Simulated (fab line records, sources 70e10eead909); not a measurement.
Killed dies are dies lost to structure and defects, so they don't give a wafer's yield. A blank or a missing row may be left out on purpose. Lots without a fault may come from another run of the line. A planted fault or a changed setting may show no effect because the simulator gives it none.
Problem report in the 8D (eight disciplines) form, filled by code | flow nand_harc | the parts of the form that need people (team, actions taken, sign-off) are left out

1. THE PROBLEM
heater_power_total_W at NHARC_P_M2_SOFTBAKE_04 reads a mean of 212.56 W on 3 wafers of 3 lots; wafers without a fault read 188.46 W with a standard deviation of 0.15. That is +99 or more standard deviations from the usual mean.
The step: time 55 s.
First seen on wafer L499.2, day 10 23:00, on litho_track-06. The record holds 38 wafers of 13 lots with a number at this step. Rule for "out", or "out of limits": more than 4 standard deviations from the usual mean. The other wafers with a number count as sound.

2. WHAT IT IS AND WHAT IT IS NOT
question                    | is                     | is not
which readings at this step | heater_power_total_W   | -
which lots                  | L499, L500, L502       | L491, L492, L495, L496, L497, L498, L501, L509, L510, L511
which wafers of those lots  | L499.2, L500.2, L502.4 | L499.3, L499.6, L500.1, L500.6, L502.1
read on which tools         | litho_track-06         | litho_track-01
when                        | from day 10 23:00      | up to then (20 sound wafers); but 15 sound wafers of L500, L501, L502, L509, L510, L511 came after

3. SUSPECTS, AND WHAT RULES EACH OUT
Counting: a tool at a process step up to the reading stays a suspect if it ran every lot that is out. Sound lots after the first of them don't rule it out here, since some wafers of a struck lot are sound.
- cmp-02 at NHARC_P_M1_CMP_23 (polishes, t overpolish 20 s, target thk 157.82 nm): kept. It ran every lot that is out, first L499 (day 10 21:40); its last sound lot up to then is L495 (day 8 18:05).
- litho_track-06 at NHARC_P_M2_SOFTBAKE_04 (time 55 s): kept. It ran every lot that is out, first L499 (day 10 23:00); its last sound lot up to then is L498 (day 10 19:00). Its own readings are out on those wafers: heater_power_total_W.
Left after counting: cmp-02 at NHARC_P_M1_CMP_23, litho_track-06 at NHARC_P_M2_SOFTBAKE_04.

4. THE CAUSE (what the simulator had put in)
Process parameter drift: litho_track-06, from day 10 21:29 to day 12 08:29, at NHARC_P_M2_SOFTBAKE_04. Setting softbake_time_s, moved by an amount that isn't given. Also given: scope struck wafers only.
Counting left 2 suspects, and this tool is among them.

5. THE CHAIN OF EFFECTS, in route order
Each row: a reading whose mean over the struck wafers that have a number lies more than 3 standard deviations from the usual. Only readings for which the record gives a usual standard deviation are gone through. hours: the time from each lot's start at the first step in this table that gives one to its start at this step, as a median over the lots. sigmas: the change in usual standard deviations.
hours | step                   | reading              | usual    | on struck wafers | change | sigmas
0     | NHARC_P_M2_SOFTBAKE_04 | heater_power_total_W | 188.46 W | 212.56           | +24.10 | +99 or more
The process steps in it:
- NHARC_P_M2_SOFTBAKE_04: time 55 s.
Later measuring or inspecting steps at which every struck wafer that the step has a row for has a number for every such reading, and none has moved that far: NHARC_END_SORT_01.

6. WHAT WOULD HAVE CAUGHT IT SOONER
In this record the first reading out of limits was taken at day 10 23:00, 2 hours after the fault began at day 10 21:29.
